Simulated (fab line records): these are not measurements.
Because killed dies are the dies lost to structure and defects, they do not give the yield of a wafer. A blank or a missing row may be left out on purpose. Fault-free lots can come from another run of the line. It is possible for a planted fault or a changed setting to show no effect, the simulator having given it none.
Lot-split experiment -- flow n5_finfet -- 21 wafers read across 7 lots, on a route 1938 steps long

SPLIT DETAILS
At N5_BEOL_M15_PEB_26 (peb time 90 s), the setting peb_temp_c was moved away from the recipe's 130 C on 8 of the 21 wafers read, by -2.8% to +2.8%. The other wafers ran this setting at the recipe's value.

FROM THE SPLIT TO THE READING: what the file shows between them, 2 steps
- N5_BEOL_M15_DEVELOP_27: develop time 45 s
- N5_BEOL_M15_HARDBAKE_32: time 120 s

THE READING
cd_nm (nm) at N5_BEOL_M15_CD_MEAS_28, where the cd target is 407.6 nm. On this fab line, fault-free wafers typically give 407.8 nm with a standard deviation of 2.3 nm.

wafer,"tool, chamber at the split","peb_temp_c as run, C",against the recipe,"cd_nm, nm",against lot-mates on the recipe
L075.1,"litho_track-01, 0",130,recipe,409.0,-
L075.3,"litho_track-01, 0",130,recipe,410.5,-
L075.6,"litho_track-01, 0",127.5,-1.9%,392.8,-16.9
L077.3,"litho_track-01, 0",133.7,+2.8%,421.3,+10.5
L077.4,"litho_track-01, 0",133.7,+2.8%,422.0,+11.2
L077.6,"litho_track-01, 0",130,recipe,410.8,-
L082.4,"litho_track-03, 0",126.4,-2.8%,385.1,-21.0
L082.5,"litho_track-03, 0",130,recipe,407.4,-
L082.6,"litho_track-03, 0",130,recipe,404.9,-
L089.2,"litho_track-03, 0",130,recipe,410.5,-
L089.4,"litho_track-03, 0",130,recipe,406.4,-
L089.6,"litho_track-03, 0",130,recipe,404.9,-
L092.2,"litho_track-03, 0",133.4,+2.6%,420.5,+11.1
L092.3,"litho_track-03, 0",130,recipe,409.4,-
L092.4,"litho_track-03, 0",133.4,+2.6%,421.3,+11.9
L096.2,"litho_track-03, 0",130,recipe,407.1,-
L096.5,"litho_track-03, 0",127.3,-2.1%,395.9,-11.6
L096.6,"litho_track-03, 0",130,recipe,407.9,-
L097.2,"litho_track-01, 0",130,recipe,413.4,-
L097.3,"litho_track-01, 0",133,+2.3%,424.8,+13.6
L097.6,"litho_track-01, 0",130,recipe,409.1,-

THE FIT
A straight line over all 21 wafers: cd_nm changes by +6 nm for each +1% of peb_temp_c; r = +0.95; the points scatter about the line by 3 nm.
The same after taking each lot's own level away (the mean of its wafers on the recipe; 21 wafers): +5.43 nm for each +1%; r = +0.96; scatter 2.7 nm.
The reading moves by 15 nm for the largest change in peb_temp_c, on that fit.
Measured against the standard deviation above, the lots' own levels, which go from 406.15 to 411.25 nm, span 2.2 times it.
Thus the slope moves with the lot-to-lot level: the two fits are different.
Check: for one of the wafers moved furthest among these (+2.8%), held out of the fit, the line's prediction against its lot-mates is +15 nm. Against them it came out at +10.5 nm.

THESE WAFERS: OTHER SPLITS
Other splits were also applied to these wafers ahead of the reading. Each is held against what the fit with the lots' levels taken away leaves over:
other split on the same wafers,wafers away from the commonest value,r with cd_nm (lot level and that fit taken away)
N5_BEOL_M15_ILD_DEP_00 time_s,8,+0.35

THE WHOLE CHAIN: every reading that the file lists as answering this split, in the file's order
step,what it does,reading,change (the file's fit),r (the file's)
N5_BEOL_M15_CD_MEAS_28,target cd 407.6 nm,cd_nm,+5.75 nm for each +1% of the setting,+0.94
N5_BEOL_M15_DESCUM_33,"chemistry O2, time 7.9 s","BEOL_M15.cd_nm (the simulator's own value, which no gauge read)",+5.82 nm for each +1% of the setting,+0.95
N5_BEOL_M15_ETCH_61,"etches BARC in N2/H2, target depth 89 nm, overetch 26.7 nm, time 67.9 s","BEOL_M15.cd_nm (the simulator's own value, which no gauge read)",+6.01 nm for each +1% of the setting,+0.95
N5_BEOL_M15_ETCH_38,"etches SiCN in CF4/N2, target depth 106.4 nm, time 120.5 s","BEOL_M15.cd_nm (the simulator's own value, which no gauge read)",+5.73 nm for each +1% of the setting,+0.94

FILE'S OWN FIT
cd_nm changes by +5.75 nm for each +1% of peb_temp_c, r = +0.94.
